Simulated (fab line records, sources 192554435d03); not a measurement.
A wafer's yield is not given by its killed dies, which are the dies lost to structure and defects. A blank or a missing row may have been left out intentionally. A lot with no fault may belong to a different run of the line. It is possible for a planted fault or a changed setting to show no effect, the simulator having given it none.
Matching of chambers || flow n5Finfet || N5_BEOL_M11_ETCH_66 on rieDiel-05 has 4 sister chambers
The step etches SOC in N2/H2, target depth 120 nm, overetch 24 nm, time 180 s. 16 wafers are shown with their chamber, then 8 later ones without.

== WAFERS WITH THEIR CHAMBER ==
{"wafer": "L081.1", "chamber": 0, "drypumpMotorCurrentA (A)": 5.3, "showerheadPlenumPTorr (Torr)": 2.51, "throttleValvePct (%)": 17.71}
{"wafer": "L081.3", "chamber": 3, "drypumpMotorCurrentA (A)": 6.3, "showerheadPlenumPTorr (Torr)": 2.72, "throttleValvePct (%)": 17.93}
{"wafer": "L081.6", "chamber": 1, "drypumpMotorCurrentA (A)": 5.1, "showerheadPlenumPTorr (Torr)": 2.58, "throttleValvePct (%)": 17.62}
{"wafer": "L077.1", "chamber": 3, "drypumpMotorCurrentA (A)": 6.4, "showerheadPlenumPTorr (Torr)": 2.72, "throttleValvePct (%)": 17.89}
{"wafer": "L077.3", "chamber": 1, "drypumpMotorCurrentA (A)": 5.1, "showerheadPlenumPTorr (Torr)": 2.58, "throttleValvePct (%)": 17.61}
{"wafer": "L077.6", "chamber": 2, "drypumpMotorCurrentA (A)": 5.9, "showerheadPlenumPTorr (Torr)": 2.52, "throttleValvePct (%)": 17.57}
{"wafer": "L084.2", "chamber": 2, "drypumpMotorCurrentA (A)": 5.9, "showerheadPlenumPTorr (Torr)": 2.51, "throttleValvePct (%)": 17.59}
{"wafer": "L084.5", "chamber": 1, "drypumpMotorCurrentA (A)": 5.1, "showerheadPlenumPTorr (Torr)": 2.57, "throttleValvePct (%)": 17.64}
{"wafer": "L084.6", "chamber": 2, "drypumpMotorCurrentA (A)": 5.9, "showerheadPlenumPTorr (Torr)": 2.51, "throttleValvePct (%)": 17.59}
{"wafer": "L083.3", "chamber": 1, "drypumpMotorCurrentA (A)": 5.1, "showerheadPlenumPTorr (Torr)": 2.57, "throttleValvePct (%)": 17.63}
{"wafer": "L083.5", "chamber": 0, "drypumpMotorCurrentA (A)": 5.3, "showerheadPlenumPTorr (Torr)": 2.51, "throttleValvePct (%)": 17.70}
{"wafer": "L083.6", "chamber": 1, "drypumpMotorCurrentA (A)": 5.1, "showerheadPlenumPTorr (Torr)": 2.57, "throttleValvePct (%)": 17.63}
{"wafer": "L085.2", "chamber": 1, "drypumpMotorCurrentA (A)": 5.2, "showerheadPlenumPTorr (Torr)": 2.57, "throttleValvePct (%)": 17.63}
{"wafer": "L085.3", "chamber": 0, "drypumpMotorCurrentA (A)": 5.3, "showerheadPlenumPTorr (Torr)": 2.50, "throttleValvePct (%)": 17.71}
{"wafer": "L085.5", "chamber": 0, "drypumpMotorCurrentA (A)": 5.3, "showerheadPlenumPTorr (Torr)": 2.50, "throttleValvePct (%)": 17.71}
{"wafer": "L090.1", "chamber": 3, "drypumpMotorCurrentA (A)": 6.3, "showerheadPlenumPTorr (Torr)": 2.71, "throttleValvePct (%)": 17.95}

SIGNATURES (means of the wafers above)
{"reading": "drypumpMotorCurrentA", "chamber 0": 5.300, "chamber 1": 5.117, "chamber 2": 5.900, "chamber 3": 6.333, "scatter within a chamber": 0.0354}
{"reading": "showerheadPlenumPTorr", "chamber 0": 2.5050, "chamber 1": 2.5733, "chamber 2": 2.5133, "chamber 3": 2.7167, "scatter within a chamber": 0.00553}
{"reading": "throttleValvePct", "chamber 0": 17.7075, "chamber 1": 17.6267, "chamber 2": 17.5833, "chamber 3": 17.9233, "scatter within a chamber": 0.0151}
Rule: a wafer lies at a distance from a chamber equal to the root of the sum of squares, over the readings, of (its reading less the chamber's mean, divided by the reading's scatter). The wafer belongs to the nearest chamber; if the next one is less than 2 further off, it can't be placed. The scatter: take each reading less its chamber's mean, square it, sum over the shown wafers, divide by the number of wafers less the number of chambers, and take the root.

== WAFERS MISSING THEIR CHAMBER ==
{"wafer": "L090.2", "drypumpMotorCurrentA (A)": 5.8, "showerheadPlenumPTorr (Torr)": 2.51, "throttleValvePct (%)": 17.60}
{"wafer": "L090.6", "drypumpMotorCurrentA (A)": 5.8, "showerheadPlenumPTorr (Torr)": 2.51, "throttleValvePct (%)": 17.61}
{"wafer": "L093.2", "drypumpMotorCurrentA (A)": 5.3, "showerheadPlenumPTorr (Torr)": 2.50, "throttleValvePct (%)": 17.75}
{"wafer": "L093.3", "drypumpMotorCurrentA (A)": 6.3, "showerheadPlenumPTorr (Torr)": 2.71, "throttleValvePct (%)": 17.96}
{"wafer": "L093.6", "drypumpMotorCurrentA (A)": 5.1, "showerheadPlenumPTorr (Torr)": 2.57, "throttleValvePct (%)": 17.64}
{"wafer": "L095.4", "drypumpMotorCurrentA (A)": 6.3, "showerheadPlenumPTorr (Torr)": 2.70, "throttleValvePct (%)": 17.95}
{"wafer": "L095.5", "drypumpMotorCurrentA (A)": 5.9, "showerheadPlenumPTorr (Torr)": 2.51, "throttleValvePct (%)": 17.62}
{"wafer": "L095.6", "drypumpMotorCurrentA (A)": 5.1, "showerheadPlenumPTorr (Torr)": 2.56, "throttleValvePct (%)": 17.66}

== WHICH CHAMBER EACH WENT THROUGH ==
{"wafer": "L090.2", "from the rows above": 2, "in truth": 2}
{"wafer": "L090.6", "from the rows above": 2, "in truth": 2}
{"wafer": "L093.2", "from the rows above": 0, "in truth": 0}
{"wafer": "L093.3", "from the rows above": 3, "in truth": 3}
{"wafer": "L093.6", "from the rows above": 1, "in truth": 1}
{"wafer": "L095.4", "from the rows above": 3, "in truth": 3}
{"wafer": "L095.5", "from the rows above": 2, "in truth": 2}
{"wafer": "L095.6", "from the rows above": 1, "in truth": 1}
Correctly placed: 8 of 8. Can't be placed from these rows: 0. Number placed wrongly: 0.
